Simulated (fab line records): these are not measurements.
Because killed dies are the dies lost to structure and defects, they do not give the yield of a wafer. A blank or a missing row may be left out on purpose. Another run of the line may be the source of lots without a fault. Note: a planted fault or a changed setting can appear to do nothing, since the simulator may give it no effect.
Matching of chambers ; flow nand_harc ; 3 sister chambers for NHARC_A_SLIT_DEP_23 on pecvd-03
The step deposits SiON, target thk 100 nm. 3 wafers are shown with their chamber, then 10 later ones without.

## WAFERS, EACH WITH ITS CHAMBER
wafer;chamber;showerhead_vpp_V (V)
L088.6;1;1214
L086.2;2;1218
L086.4;0;1133

## WAFERS MISSING THEIR CHAMBER
wafer;showerhead_vpp_V (V)
L086.6;1191
L094.3;1157
L094.4;1222
L094.6;1145
L095.3;1217
L095.5;1217
L095.6;1142
L096.1;1142
L096.2;1187
L096.5;1206

## WHICH CHAMBER EACH ONE RAN IN
wafer;from the rows above;in truth
L086.6;can't be placed: 1 or 2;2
L094.3;0;0
L094.4;can't be placed: 2 or 1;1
L094.6;0;0
L095.3;can't be placed: 2 or 1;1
L095.5;can't be placed: 2 or 1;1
L095.6;0;0
L096.1;0;0
L096.2;can't be placed: 1 or 2 or 0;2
L096.5;can't be placed: 1 or 2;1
4 of 10 placed correctly. Can't be placed from these rows: 6 (the true chamber is among the candidates in 6). Number placed wrongly: 0.
How it was worked out, from the rows above alone: a wafer's distance from a chamber is the root of the sum, over the readings, of the square of ((its reading less the chamber's mean) divided by the reading's scatter). The wafer belongs to the nearest chamber; if the next one is less than 2 further off, it can't be placed. The mean given for a chamber averages the wafers shown for that chamber. The scatter: with one shown wafer a chamber, the root of the mean of the squares of how far each hidden wafer lies from its nearest shown one.
